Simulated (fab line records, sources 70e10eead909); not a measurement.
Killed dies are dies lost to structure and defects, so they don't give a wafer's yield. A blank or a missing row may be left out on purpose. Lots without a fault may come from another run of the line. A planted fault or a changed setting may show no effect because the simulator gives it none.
Chamber matching | flow nand_harc | NHARC_A_STAIRCASE_DESCUM_186 on rie_diel-07: 4 sister chambers
The step chemistry O2, time 3 s. 4 wafers are shown with their chamber, then 8 later ones without.

WAFERS WITH THEIR CHAMBER
wafer  | chamber | drypump_motor_current_A (A)
L084.2 | 0       | 5.8
L085.1 | 3       | 4.8
L085.5 | 2       | 5.9
L088.1 | 1       | 6.3

WAFERS WITHOUT THEIR CHAMBER
wafer  | drypump_motor_current_A (A)
L088.5 | 6.3
L088.6 | 5.9
L090.2 | 6.3
L090.5 | 4.9
L090.6 | 5.8
L091.2 | 6.3
L091.3 | 4.9
L091.5 | 5.8

WHICH CHAMBER EACH WENT THROUGH
wafer  | from the rows above | in truth
L088.5 | 1                   | 1
L088.6 | 2                   | 2
L090.2 | 1                   | 1
L090.5 | 3                   | 3
L090.6 | 0                   | 0
L091.2 | 1                   | 1
L091.3 | 3                   | 3
L091.5 | 0                   | 0
Placed correctly: 8 of 8. Can't be placed from these rows: 0. Placed wrongly: 0.
How it was worked out, from the rows above alone: a wafer's distance from a chamber is the root of the sum, over the readings, of the square of ((its reading less the chamber's mean) divided by the reading's scatter). The wafer belongs to the nearest chamber; if the next one is less than 2 further off, it can't be placed. A chamber's mean is the mean of its shown wafers. The scatter: with one shown wafer a chamber, the root of the mean of the squares of how far each hidden wafer lies from its nearest shown one.
